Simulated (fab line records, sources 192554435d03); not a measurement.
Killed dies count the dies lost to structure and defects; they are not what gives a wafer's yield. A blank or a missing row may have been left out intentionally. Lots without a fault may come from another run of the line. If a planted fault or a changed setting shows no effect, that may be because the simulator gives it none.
Chamber matching | flow n5Finfet | rieDiel-02 running N5_SDB_HM_OPEN_20: 4 sister chambers
The step chemistry CH3F/O2, target SiNx, stops on poly-Si, target depth 24 nm. 18 wafers are shown with their chamber, then 9 later ones without.

WAFERS, EACH WITH ITS CHAMBER
wafer  | chamber | drypumpMotorCurrentA (A) | showerheadPlenumPTorr (Torr) | throttleValvePct (%)
L075.1 | 2       | 5.0                      | 1.93                         | 16.64
L075.2 | 3       | 4.9                      | 2.02                         | 16.31
L075.4 | 0       | 5.6                      | 2.01                         | 16.58
L077.1 | 3       | 4.9                      | 2.01                         | 16.33
L077.2 | 2       | 5.0                      | 1.93                         | 16.65
L077.6 | 1       | 5.3                      | 1.97                         | 16.51
L080.1 | 3       | 4.9                      | 2.01                         | 16.33
L080.3 | 0       | 5.6                      | 2.00                         | 16.62
L080.4 | 1       | 5.4                      | 1.97                         | 16.52
L081.2 | 2       | 5.0                      | 1.92                         | 16.65
L081.4 | 0       | 5.6                      | 2.00                         | 16.61
L081.6 | 1       | 5.3                      | 1.97                         | 16.53
L082.2 | 0       | 5.6                      | 2.00                         | 16.62
L082.3 | 3       | 4.9                      | 2.01                         | 16.33
L082.6 | 3       | 4.9                      | 2.01                         | 16.33
L084.1 | 0       | 5.6                      | 2.00                         | 16.62
L084.2 | 3       | 4.9                      | 2.01                         | 16.34
L084.4 | 2       | 5.0                      | 1.92                         | 16.68

SIGNATURES (averages over the wafers above)
reading               | chamber 0 | chamber 1 | chamber 2 | chamber 3 | scatter within a chamber
drypumpMotorCurrentA  | 5.600     | 5.333     | 5.000     | 4.900     | 0.0218
showerheadPlenumPTorr | 2.0020    | 1.9700    | 1.9250    | 2.0117    | 0.00434
throttleValvePct      | 16.6100   | 16.5200   | 16.6550   | 16.3283   | 0.0141
Rule: distance of a wafer from a chamber = root of the sum over the readings of ((wafer's reading minus chamber's mean) / reading's scatter) squared. The wafer belongs to the nearest chamber; if the next one is less than 2 further off, it can't be placed. The scatter: take each reading less its chamber's mean, square it, sum over the shown wafers, divide by the number of wafers less the number of chambers, and take the root.

WAFERS WHOSE CHAMBER IS MISSING
wafer  | drypumpMotorCurrentA (A) | showerheadPlenumPTorr (Torr) | throttleValvePct (%)
L086.1 | 5.3                      | 1.96                         | 16.04
L086.3 | 5.0                      | 1.92                         | 16.70
L086.4 | 4.9                      | 2.01                         | 16.35
L087.3 | 5.6                      | 2.00                         | 16.65
L087.5 | 5.0                      | 1.92                         | 16.69
L087.6 | 4.9                      | 2.01                         | 16.36
L090.1 | 5.3                      | 1.96                         | 16.06
L090.2 | 4.9                      | 2.00                         | 16.35
L090.5 | 4.9                      | 2.00                         | 16.37

EACH ONE'S CHAMBER
wafer  | from the rows above | in truth
L086.1 | 3                   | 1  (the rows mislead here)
L086.3 | 2                   | 2
L086.4 | 3                   | 3
L087.3 | 0                   | 0
L087.5 | 2                   | 2
L087.6 | 3                   | 3
L090.1 | 3                   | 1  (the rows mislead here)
L090.2 | 3                   | 3
L090.5 | 3                   | 3
Correctly placed: 7 of 9. Number that these rows cannot place: 0. Number placed wrongly: 2.
